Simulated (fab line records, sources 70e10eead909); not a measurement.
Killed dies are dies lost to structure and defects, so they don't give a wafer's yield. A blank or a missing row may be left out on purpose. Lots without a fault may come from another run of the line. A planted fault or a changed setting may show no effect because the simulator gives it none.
fab line records | flow nand_harc
record lots=12 wafers=36 last_day=33
route steps=1302 shown A_STAIRCASE@788 END@1302
lots that met no fault: from a run of the same line without faults
start_h: hours from the record's first day to the start of the lot's first wafer shown | wait_h: hours since the lot's step before | " the same as in the row above | L1.1+2: a row that stands for several wafers | - no value, or no start given | * or withheld: withheld | < > ~ a bound
route shown NAME@n: a module of which the file shows steps, and the number in the route of the first | usual: mean/standard deviation of fault-free wafers | same: alike in all rows | chamber/n: place in a boat | sites: the reading at each site | _std_site: their standard deviation | _edge_site: outer sites' mean less inner sites' | radius_mm: how far each site lies from the wafer's centre | mask NAME#n: copy n | behind: the tool/chamber that last shaped the wafer | hold: why the lot was held/for how many hours/how that ended | device: the transistor (n, p or np) that didn't switch | end of line: the same wafers' tests at the end of the route | a step without rows: its recipe alone | killed: dies lost to structure and defects at the first sort, not the wafer's yield | map: a wafer's dies, x killed, . not, _ none there
set.NAME: the setting as run; set.NAME@STEP: as run at that earlier step | model.NAME: the simulator's own value behind a step, which no gauge read
steps of the route over a sample of lots; a table a step, a row a wafer
services: from which hour (start_h, from the record's first day; less than 0 if before it) a tool's chamber was out of use, for how many hours, and why
## steps
# step NHARC_A_STAIRCASE_ETCH_451
# recipe target_depth_a=300 overetch_a=30 time_s=16.5 ion_energy_ev=100 cf4_flow_sccm=80 o2_flow_sccm=20 ar_flow_sccm=0 rf_w=300 bias_w=100 chemistry=CF4/O2
# usual bias_w=100.0/0.3 cf4_flow_sccm=80.00/0.24 drypump_motor_current_A=5.6/0.33 oes_product_au=0.999/0.0077 rf_vpp_V=197.9/1.4 showerhead_plenum_p_Torr=1.34/0.056 throttle_valve_pct=13.397/0.0094
# columns lot.wafer tool chamber start_h wait_h bias_w cf4_flow_sccm drypump_motor_current_A oes_product_au rf_hours_counter_h rf_vpp_V showerhead_plenum_p_Torr throttle_valve_pct
L879.3 rie_diel-08 1 - - 100.0 79.75 6.0 0.988 57 196.1 1.24 13.391
L879.4 " 3 " " 99.5 79.91 5.7 0.992 63 196.7 1.31 13.387
L879.6 " 1 " " 99.6 79.95 6.0 0.996 - 194.9 1.24 13.407
L880.4 rie_diel-08 0 - - 99.4 79.38 5.3 1.015 3 199.8 1.42 13.389
L880.3 " 2 " " 99.7 80.37 5.4 1.009 2 197.6 1.28 13.408
L880.5 " 3 " " 99.7 79.70 5.7 1.006 - 197.1 1.31 13.403
L884.3 rie_diel-08 3 - - 99.8 79.67 5.7 0.987 14 197.5 1.30 13.402
L884.1 " 0 " " 99.7 79.84 5.3 1.012 16 198.5 1.41 13.391
L884.5 " 0 " " 100.3 80.31 5.3 1.007 - 201.0 1.41 13.393
L885.4 rie_diel-04 1 - - 100.1 80.29 4.8 1.005 16 197.3 1.27 13.386
L885.1 " 2 " " 100.2 79.64 5.8 1.001 14 199.3 1.42 13.399
L885.5 " 0 " " 100.0 79.97 5.8 0.997 - 196.6 1.33 13.376
L894.2 rie_diel-07 1 - - 99.9 80.25 5.5 0.990 10 197.8 1.31 13.397
L894.3 " 0 " " 100.1 79.72 5.8 0.999 8 197.6 1.38 13.383
L894.5 " 1 " " 99.9 80.08 5.5 0.992 - 196.7 1.30 13.396
L896.3 rie_diel-07 1 - - 100.4 80.02 5.5 0.992 20 197.9 1.30 13.386
L896.2 " 2 " " 100.3 79.93 5.6 0.998 18 197.4 1.32 13.409
L896.5 " 0 " " 100.3 80.46 5.8 1.003 - 197.7 1.38 13.412
L895.2 rie_diel-08 3 - - 99.9 80.14 5.7 1.008 60 196.7 1.29 13.403
L895.1 " 2 " " 99.6 79.95 5.4 1.012 56 197.0 1.27 13.396
L895.6 " 3 " " 99.8 79.93 5.7 0.997 - 196.8 1.29 13.395
L897.4 rie_diel-07 3 - - 100.0 80.14 6.0 1.011 24 197.8 1.35 13.409
L897.6 " 1 " " 100.4 80.19 5.5 0.985 - 196.5 1.30 13.409
L897.5 " 2 " " 100.8 80.10 5.6 0.989 - 197.5 1.32 13.396
L898.4 rie_diel-04 1 - - 99.7 79.99 4.8 1.002 9 195.9 1.26 13.399
L898.5 " 0 " " 100.0 79.89 5.8 1.005 - 195.6 1.33 13.397
L898.6 " 1 " " 100.3 80.11 4.8 1.006 - 196.6 1.26 13.406
L899.4 rie_diel-04 0 - - 100.3 80.00 5.8 0.988 10 196.9 1.33 13.391
L899.3 " 2 " " 100.4 79.69 5.8 0.992 8 199.6 1.41 13.395
L899.1 " 3 " " 100.1 80.15 5.3 1.000 5 197.8 1.37 13.404
L900.1 rie_diel-08 3 - - 100.1 80.45 5.7 0.997 8 197.6 1.29 13.409
L900.2 " 1 " " 100.1 80.06 6.0 1.005 11 198.5 1.43 13.394
L900.6 " 2 " " 100.2 79.94 5.4 0.996 - 197.3 1.27 13.409
L902.1 rie_diel-04 1 - - 99.8 80.12 4.8 1.006 21 195.0 1.26 13.394
L902.2 " 3 " " 100.3 80.03 5.3 0.996 15 199.0 1.36 13.390
L902.5 " 1 " " 99.9 80.37 4.8 0.996 - 195.5 1.26 13.388
# step NHARC_A_STAIRCASE_DESCUM_291
# recipe time_s=3 o2_flow_sccm=200 ar_flow_sccm=0 bias_power_w=0 chemistry=O2
# usual drypump_motor_current_A=5.6/0.37 oes_product_au=1.000/0.0074 rf_vpp_V=58.0/0.89 showerhead_plenum_p_Torr=1.93/0.081 throttle_valve_pct=11.310/0.0086
# columns lot.wafer tool chamber start_h wait_h drypump_motor_current_A oes_product_au rf_hours_counter_h rf_vpp_V showerhead_plenum_p_Torr throttle_valve_pct
L879.4 rie_diel-04 3 371.84 - 5.3 1.009 2 58.0 1.98 11.309
L879.3 " 0 " " 5.8 1.001 3 57.6 1.92 11.309
L879.6 " 3 " " 5.3 1.009 - 58.4 1.98 11.313
L880.4 rie_diel-04 3 389.89 - 5.3 1.006 10 59.3 1.97 11.311
L880.3 " 0 " " 5.8 0.996 11 59.5 1.91 11.319
L880.5 " 3 " " 5.3 1.011 - 58.0 1.97 11.292
L884.1 rie_diel-08 3 427.96 - 5.7 0.999 16 55.9 1.87 11.306
L884.3 " 2 " " 5.4 1.013 13 57.7 1.83 11.309
L884.5 " 0 " " 5.3 1.005 - 58.5 2.03 11.318
L885.1 rie_diel-04 1 429.27 - 4.8 1.008 19 56.8 1.82 11.304
L885.4 " 3 " " 5.3 1.008 20 57.3 1.97 11.302
L885.5 " 1 " " 4.8 1.006 - 56.5 1.82 11.324
L894.2 rie_diel-04 1 515.10 - 4.8 0.993 45 57.8 1.81 11.302
L894.3 " 3 " " 5.3 1.002 46 57.4 1.96 11.325
L894.5 " 1 " " 4.8 1.004 - 56.0 1.81 11.315
L896.3 rie_diel-04 0 542.51 - 5.8 1.003 0 57.7 1.90 11.313
L896.2 " 1 " " 4.8 0.996 0 57.2 1.81 11.299
L896.5 " 1 " " 4.8 0.995 - 56.6 1.81 11.305
L895.2 rie_diel-07 1 548.07 - 5.5 1.000 26 58.0 1.86 11.308
L895.1 " 3 " " 6.0 0.998 22 58.6 1.94 11.311
L895.6 " 1 " " 5.5 0.994 - 56.3 1.86 11.322
L897.4 rie_diel-04 0 568.41 - 5.8 0.996 13 58.9 1.90 11.328
L897.5 " 1 " " 4.8 1.011 - 60.7 1.81 11.318
L897.6 " 2 " " 5.8 1.003 - 59.2 2.02 11.300
L898.4 rie_diel-07 2 569.24 - 5.6 0.989 29 58.9 1.88 11.321
L898.5 " 0 " " 5.8 0.997 - 58.0 1.97 11.297
L898.6 " 1 " " 5.5 0.995 - 58.3 1.86 11.312
L899.3 rie_diel-08 0 570.21 - 5.3 1.001 7 57.9 2.01 11.322
L899.1 " 2 " " 5.4 0.998 5 57.4 1.82 11.310
L899.4 " 3 " " 5.7 1.002 5 57.9 1.85 11.314
L900.1 rie_diel-08 1 589.18 - 6.0 0.989 12 57.8 2.05 11.310
L900.2 " 3 " " 5.7 0.996 10 57.7 1.85 11.316
L900.6 " 2 " " 5.4 0.997 - 56.9 1.81 11.296
L902.2 rie_diel-08 3 606.67 - 5.7 0.996 15 58.9 1.85 11.301
L902.1 " 0 " " 5.3 1.005 14 58.9 2.01 11.318
L902.5 " 1 " " 6.0 0.997 - 57.8 2.05 11.306
# step NHARC_A_STAIRCASE_ETCH_294
# recipe target_depth_a=49890 time_s=1211.6 ion_energy_ev=800 c4f8_flow_sccm=80 o2_flow_sccm=60 ar_flow_sccm=withheld rf_w=600 bias_w=3000 chemistry=C4F8/O2/Ar
# usual bias_w=3000/9.1 chamber_pressure_mTorr=24.995/0.024 oes_product_au=0.933/0.01 rf_vpp_V=1829/10
# columns lot.wafer tool chamber start_h wait_h bias_w chamber_pressure_mTorr oes_product_au rf_hours_counter_h rf_vpp_V
L879.4 rie_diel-04 0 372.66 - 3008 24.936 0.926 3 1828
L879.3 " 1 " " 2993 25.029 0.944 4 1816
L879.6 " 0 " " 3010 24.996 0.915 - 1827
L880.3 rie_diel-04 0 390.70 - 2998 25.022 0.926 12 1827
L880.4 " 2 " " 3005 25.044 0.936 9 1842
L880.5 " 0 " " 2993 24.993 0.935 - 1827
L884.1 rie_diel-08 2 428.65 - - - - - -
L884.3 " 3 " " - - - - -
L884.5 " 2 " " - - - - -
L885.1 rie_diel-04 0 429.86 - - - - - -
L885.4 " 2 " " - - - - -
L885.5 " 1 " " - - - - -
L894.2 rie_diel-04 1 515.70 - 3004 25.021 0.946 45 1814
L894.3 " 0 " " 2998 25.016 0.930 45 1824
L894.5 " 1 " " 3005 25.000 0.950 - 1815
L896.2 rie_diel-04 0 543.21 - 3003 24.984 0.930 0 1827
L896.3 " 1 " " 3008 24.998 0.937 0 1812
L896.5 " 1 " " 3002 25.001 0.930 - 1815
L895.2 rie_diel-07 1 549.12 - 3000 24.977 0.912 27 1819
L895.1 " 2 " " 3006 24.959 0.930 24 1824
L895.6 " 1 " " 3002 24.992 0.918 - 1820
L897.4 rie_diel-04 3 568.99 - 3000 25.012 0.931 8 1833
L897.6 " 3 " " 3001 24.952 0.926 - 1833
L897.5 " 0 " " 3004 24.979 0.926 - 1825
L898.4 rie_diel-07 1 570.07 - 3017 25.019 0.928 35 1819
L898.5 " 3 " " 2996 25.022 0.930 - 1831
L898.6 " 0 " " 2998 25.001 0.929 - 1835
L899.3 rie_diel-08 2 570.96 - 2999 24.997 0.944 5 1813
L899.4 " 3 " " 3001 24.977 0.935 6 1818
L899.1 " 0 " " 3000 24.955 0.927 8 1839
L900.1 rie_diel-08 3 589.94 - 2993 24.993 0.929 11 1819
L900.2 " 1 " " 3014 25.006 0.925 13 1845
L900.6 " 1 " " 2996 25.007 0.921 - 1843
L902.1 rie_diel-08 1 607.26 - 3016 24.961 0.936 17 1845
L902.2 " 0 " " 3008 25.011 0.929 14 1839
L902.5 " 1 " " 3001 25.023 0.931 - 1845
# step NHARC_A_STAIRCASE_HM_DEP_462
# recipe target_thk_a=8000 temp_c=400 material=aC
# usual throttle_valve_pct=35.000/0.0088
# columns lot.wafer tool chamber start_h wait_h throttle_valve_pct
L879.3 acl_dep-03 0 378.35 4.1 34.994
L879.4 " 0 " " 35.009
L879.6 " 0 " " 35.014
L880.3 acl_dep-01 0 393.27 1.1 35.000
L880.4 " 0 " " 34.992
L880.5 " 0 " " 35.011
L884.1 acl_dep-02 0 430.42 0.3 34.998
L884.3 " 0 " " 34.997
L884.5 " 0 " " 34.986
L885.1 acl_dep-03 0 431.51 0.1 34.995
L885.4 " 0 " " 34.980
L885.5 " 0 " " 34.991
L894.2 acl_dep-03 0 517.65 0.4 35.004
L894.3 " 0 " " 34.998
L894.5 " 0 " " 35.007
L896.2 acl_dep-02 0 545.44 0.4 35.013
L896.3 " 0 " " 34.994
L896.5 " 0 " " 34.995
L895.1 acl_dep-01 0 550.68 0.1 34.994
L895.2 " 0 " " 35.001
L895.6 " 0 552.23 1.6 34.986
L897.4 acl_dep-01 0 571.56 1.0 35.004
L897.5 " 0 " " 35.002
L897.6 " 0 " " 35.002
L898.4 acl_dep-03 0 572.45 1.0 35.004
L898.5 " 0 " " 35.004
L898.6 " 0 " " 35.008
L899.1 acl_dep-02 0 572.52 0.1 35.015
L899.3 " 0 " " 34.993
L899.4 " 0 " " 35.007
L900.1 acl_dep-03 0 595.66 3.9 34.998
L900.2 " 0 " " 35.011
L900.6 " 0 597.23 5.5 35.000
L902.1 acl_dep-02 0 608.90 0.1 35.012
L902.2 " 0 " " 35.007
L902.5 " 0 " " 34.990
# step NHARC_END_SORT_01
# recipe temp_c=25
# usual killed_at_array=60/21 killed_at_other=1.0/1.2 killed_at_periphery=4.2/2.8 killed_dies=65/20 killed_open=3.1/1.8 killed_short=2.6/1.6
# same gross_dies=677
# columns lot.wafer tool chamber start_h wait_h killed_at_array killed_at_other killed_at_periphery killed_dies killed_open killed_short
L885.1 prober-01 0 609.98 2.5 670 4 3 677 5 1
L885.4 prober-01 0 612.40 3.4 674 3 0 677 3 2
L885.5 prober-01 0 613.21 3.7 672 1 4 677 3 4
L884.1 prober-02 0 610.00 2.5 674 2 1 677 3 0
L884.3 prober-02 0 611.60 3.1 672 0 5 677 5 4
L884.5 prober-02 0 613.21 3.7 676 0 1 677 4 5
# killed by level:class
L885.1 A_STAIRCASE:area_etch=632 A_SLIT:chamber_film_flake=18 A_CHANNEL_HOLE_D2:chamber_film_flake=10 THIN_TSV:chamber_film_flake=4 P_CONTACT:geometric_particle:open=2 A_STAIRCASE:chamber_film_flake=2 A_M1:chamber_film_flake=2 P_GATE:geometric_particle:open=1
L884.1 A_STAIRCASE:area_etch=617 A_CHANNEL_HOLE_D1:chamber_film_flake=36 A_CHANNEL_HOLE_D2:chamber_film_flake=12 A_CHANNEL_FILL_D1:chamber_film_flake=2 THIN_TSV:chamber_film_flake=2 P_CONTACT:geometric_particle:open=1 A_WL_FILL:geometric_particle:open=1 A_BLC:geometric_particle:open=1
L884.3 A_STAIRCASE:area_etch=610 A_CHANNEL_HOLE_D1:chamber_film_flake=32 A_CHANNEL_HOLE_D2:chamber_film_flake=12 A_CONTACT:chamber_film_flake=7 A_CHANNEL_FILL_D1:geometric_particle:open=2 A_WL_FILL:geometric_particle:short=2 A_CHANNEL_FILL_D2:chamber_film_flake=2 A_STAIRCASE:chamber_film_flake=2
L885.4 A_STAIRCASE:area_etch=626 A_SLIT:chamber_film_flake=26 A_CHANNEL_HOLE_D2:chamber_film_flake=7 A_CONTACT:chamber_film_flake=4 THIN_TSV:chamber_film_flake=3 A_CHANNEL_FILL_D1:chamber_film_flake=2 A_STAIRCASE:chamber_film_flake=2 A_DECK1_JOINT:geometric_particle:short=1
L885.5 A_STAIRCASE:area_etch=624 A_SLIT:chamber_film_flake=22 A_CHANNEL_HOLE_D2:chamber_film_flake=6 A_STAIRCASE:chamber_film_flake=6 A_CONTACT:chamber_film_flake=3 P_ZERO_WELL:chamber_film_flake=2 A_CHANNEL_FILL_D1:chamber_film_flake=2 A_M1:chamber_film_flake=2
L884.5 A_STAIRCASE:area_etch=618 A_CHANNEL_HOLE_D1:chamber_film_flake=25 A_CHANNEL_HOLE_D2:chamber_film_flake=15 A_CONTACT:chamber_film_flake=5 A_ONON_D1:geometric_particle:short=2 A_CHANNEL_FILL_D1:chamber_film_flake=2 A_STAIRCASE:chamber_film_flake=2 P_M1:geometric_particle:open=1
## services
# columns tool chamber start_h hours kind
rie_diel-04 2 346.75 6.7 repair
rie_diel-04 - 356.20 9.0 pm
rie_diel-04 0 356.20 9.0 vent_cycle
rie_diel-04 1 356.20 9.0 vent_cycle
rie_diel-04 2 356.20 9.0 vent_cycle
rie_diel-04 3 356.20 9.0 vent_cycle
rie_diel-04 0 365.20 - clean
rie_diel-04 1 365.20 - clean
rie_diel-04 2 365.20 - clean
rie_diel-04 3 365.20 - clean
rie_diel-08 - 367.91 9.0 pm
acl_dep-01 - 371.51 13.0 pm
rie_diel-07 1 374.61 3.3 repair
rie_diel-07 0 388.16 14.9 repair
rie_diel-08 2 409.45 4.7 repair
acl_dep-02 - 432.27 13.0 pm
rie_diel-07 1 459.92 9.0 repair
rie_diel-07 - 471.62 9.0 pm
acl_dep-03 - 481.86 13.0 pm
rie_diel-04 - 533.20 9.0 pm
acl_dep-01 - 552.54 13.0 pm
rie_diel-04 2 556.72 1.8 repair
acl_dep-02 - 583.27 8.0 repair
rie_diel-08 0 589.91 4.2 repair
## key
first_sign step=NHARC_A_STAIRCASE_ETCH_294 reading=tool_record direction=missing
effect step=NHARC_END_SORT_01 reading=killed_dies direction=up sigmas=31 usual=65 struck=677
more_kills_born_at NHARC_A_STAIRCASE_ETCH_294@rie_diel-04=1882 NHARC_A_STAIRCASE_ETCH_294@rie_diel-08=1846
met_at NHARC_A_STAIRCASE_ETCH_294
struck_lots L884,L885
later_rows_left_out L884.1,L884.3,L884.5,L885.1,L885.4,L885.5
tester_left_out L884,L885
not_acting_at NHARC_A_STAIRCASE_ETCH_451,NHARC_A_STAIRCASE_DESCUM_291,NHARC_A_STAIRCASE_HM_DEP_462
onset_between 390.70 428.65
fault kind=skipped_step_whole tool=rie_diel-04,rie_diel-08 chamber=- onset_h=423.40 steps=NHARC_A_STAIRCASE_ETCH_294 scope=struck_lots_only
# tester_left_out: of these lots the tester's yield and bins aren't shown, on N5 and GAA mostly nor the transistor test; their killed dies are dies lost to structure and defects alone, not to doping, threshold or leakage, so they don't give the yield
# later_rows_left_out: the simulator's readings of these wafers behind a module that went badly wrong aren't trusted and aren't shown, but for the sort
